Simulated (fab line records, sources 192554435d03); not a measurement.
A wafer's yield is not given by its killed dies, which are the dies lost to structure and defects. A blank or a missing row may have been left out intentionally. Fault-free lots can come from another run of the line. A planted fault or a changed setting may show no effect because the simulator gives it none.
The tool behind it: which one?    flow n5-finfet    Sampling: 10 lots, 30 wafers, 5 of 1938 route steps

## WHAT EACH GAUGE READ, for each wafer
N5_BEOL_M5_THK_MEAS_01.
lot   measured      on             M5_ILD_THK (nm)
L999  day 7 21:08   film-metro-01  120.9 120.5 124.1
L102  day 8 11:50   film-metro-01  120.9 124.1 120.8
L103  day 9 03:12   film-metro-02  120.7 123.5 123.1
L105  day 10 06:31  film-metro-02  120.9 118.8 122.8
L108  day 10 16:37  film-metro-02  119.2 121.4 122.8
L109  day 11 14:02  film-metro-01  119.4 121.0 120.0
L115  day 12 06:31  film-metro-02  122.2 122.3 122.7
L116  day 12 17:05  film-metro-02  120.2 121.7 123.1
L117  day 13 01:47  film-metro-01  119.9 121.5 118.8
L121  day 14 14:16  film-metro-01  120.5 119.6 123.7

N5_BEOL_M5_CD_MEAS_28: target cd 30.6 nm, target cd y 20 nm.
lot   measured      on         cd-nm (nm)
L999  day 7 23:05   cd-sem-01  30.79 30.61 30.56
L102  day 8 15:44   cd-sem-03  30.50 30.14 30.19
L103  day 9 10:07   cd-sem-03  30.62 30.78 30.72
L105  day 10 09:56  cd-sem-01  31.14 30.66 30.64
L108  day 10 22:01  cd-sem-01  30.24 30.86 30.64
L109  day 11 17:03  cd-sem-02  30.26 30.62 30.61
L115  day 12 11:07  cd-sem-01  29.86 29.30 29.68
L116  day 12 22:08  cd-sem-02  29.53 29.09 29.57
L117  day 13 06:47  cd-sem-03  30.73 30.82 30.90
L121  day 14 16:47  cd-sem-02  30.67 31.09 30.77

N5_BEOL_M5_OVL_MEAS_29.
lot   measured      on          V4_OVL (nm)
L999  day 7 23:07   overlay-02  0.3 0.5 0.9
L102  day 8 15:46   overlay-02  -0.4 -0.8 -0.1
L103  day 9 10:10   overlay-01  0.6 1.0 0.9
L105  day 10 09:58  overlay-01  -0.2 0.3 0.9
L108  day 10 22:03  overlay-01  -0.4 -0.4 0.4
L109  day 11 17:05  overlay-01  0.0 0.3 0.5
L115  day 12 11:10  overlay-01  0.6 0.1 -0.2
L116  day 12 22:10  overlay-02  0.2 0.1 1.0
L117  day 13 06:49  overlay-01  0.4 -0.3 0.0
L121  day 14 16:49  overlay-01  -1.6 -0.5 -1.9

## EACH LOT AND THE TOOL THAT RAN IT (in order: tool; ch and the chambers of the sampled wafers; start)
lot   N5_BEOL_M5_ETCH_61                  N5_BEOL_M5_EXPOSE_25
L999  rie-diel-04 ch 0,2,3, day 7 22:13   euv-scanner-02 ch 0, day 7 22:57
L102  rie-diel-03 ch 0,1,2, day 8 13:36   euv-scanner-01 ch 0, day 8 15:35
L103  rie-diel-04 ch 0,2,3, day 9 06:41   euv-scanner-02 ch 0, day 9 09:59
L105  rie-diel-03 ch 0,3, day 10 07:50    euv-scanner-02 ch 0, day 10 09:48
L108  rie-diel-05 ch 1,3, day 10 19:08    euv-scanner-01 ch 0, day 10 21:53
L109  rie-diel-05 ch 0,1,2, day 11 15:22  euv-scanner-01 ch 0, day 11 16:55
L115  rie-diel-03 ch 1,3, day 12 10:08    euv-scanner-01 ch 0, day 12 10:59
L116  rie-diel-05 ch 0,2,3, day 12 20:09  euv-scanner-01 ch 0, day 12 22:00
L117  rie-diel-03 ch 2,3, day 13 05:43    euv-scanner-02 ch 0, day 13 06:39
L121  rie-diel-03 ch 0,1,3, day 14 15:30  euv-scanner-02 ch 0, day 14 16:39
- N5_BEOL_M5_ETCH_61: etches SiARC in CF4, target depth 15.6 nm, time 26 s.
- N5_BEOL_M5_EXPOSE_25: exposes mask V4, defocus 10 nm.

## WHAT THE TOOLS THEMSELVES READ (means of the sampled wafers that have a number; where no wafer has one, the mark that the record gives instead)
N5_BEOL_M5_ETCH_61.
lot   tool         bias-w (W)  drypump-motor-current-A (A)  etch-rf-on-time-s (s)  oes-product-au (a.u.)  rf-vpp-V (V)  showerhead-plenum-p-Torr (Torr)  throttle-valve-pct (%)
L999  rie-diel-04  35.93       5.1                          26.1                   0.63                   184.1         2.13                             15.63
L102  rie-diel-03  35.99       5.7                          26.2                   0.62                   184.0         2.13                             15.83
L103  rie-diel-04  35.95       5.1                          26.1                   0.63                   184.8         2.13                             15.63
L105  rie-diel-03  36.09       5.4                          26.1                   0.69                   183.5         2.06                             15.83
L108  rie-diel-05  35.97       5.8                          25.8                   0.71                   184.9         2.21                             15.66
L109  rie-diel-05  35.97       5.5                          25.6                   0.73                   186.0         2.26                             15.69
L115  rie-diel-03  36.06       6.2                          26.0                   0.71                   183.7         2.12                             15.81
L116  rie-diel-05  36.00       5.6                          25.9                   0.72                   185.6         2.20                             15.54
L117  rie-diel-03  35.89       6.2                          25.2                   0.78                   185.2         2.16                             15.46
L121  rie-diel-03  35.92       5.8                          26.3                   0.66                   183.4         2.09                             15.88

N5_BEOL_M5_EXPOSE_25.
lot   tool            exposure-dose-mJ-cm2
L999  euv-scanner-02  52.62
L102  euv-scanner-01  52.71
L103  euv-scanner-02  52.62
L105  euv-scanner-02  52.53
L108  euv-scanner-01  52.75
L109  euv-scanner-01  52.71
L115  euv-scanner-01  50.23
L116  euv-scanner-01  50.70
L117  euv-scanner-02  52.54
L121  euv-scanner-02  52.46

## THE ANSWER, worked out from the rows above alone
Rule: the lots themselves supply what counts as usual. Put in order of their means at a reading, lots are off if they are a third of the lots or fewer, leave a main group of 4 or more, and stand apart from it by a gap of 3 or more times the standard deviation of the main group's means; of several such gaps the widest counts. A main group whose means are all the same, to the digits that the tables above print for the reading, isn't used. A lot without any number at a reading at which 4 lots or more have one is off too. The other lots that the step has rows for count as sound. First the gauges in route order, then the tools' own readings, where a lot's mean is used as printed above. The first step at which some lot is off is used, and at that step the reading that is off furthest; a lot without a number counts as furthest.
Off, at N5_BEOL_M5_CD_MEAS_28 on cd-nm: L115, L116. For the main group the mean is 30.65 nm and the standard deviation 0.18.
A tool fits if, at a process step before that reading, it ran every lot that is off, and no sound lot after the first of them. The gauges at N5_BEOL_M5_CD_MEAS_28 aren't tried: what is off there is off at N5_BEOL_M5_EXPOSE_25 too, on other tools, and a gauge's error can't cause that. One fits: euv-scanner-01 at N5_BEOL_M5_EXPOSE_25. Its last sound lot is L109 (day 11 16:55), its first lot that is off L115 (day 12 10:59): a fault that began between those two fits.
On the lots that are off, the tool's own readings at N5_BEOL_M5_EXPOSE_25 differ by more than 5 times the standard deviation of the sound lots' means, which bears it out; exposure-dose-mJ-cm2 reads 50.47 there versus 52.62 on the sound lots.

## WHAT THE SIMULATOR PUT IN
Process parameter drift: euv-scanner-01, from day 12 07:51 on, at N5_BEOL_M5_EXPOSE_25. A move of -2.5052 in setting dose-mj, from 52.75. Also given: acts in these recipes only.
Lots struck among those shown: L115, L116. Same finding as the rule above.
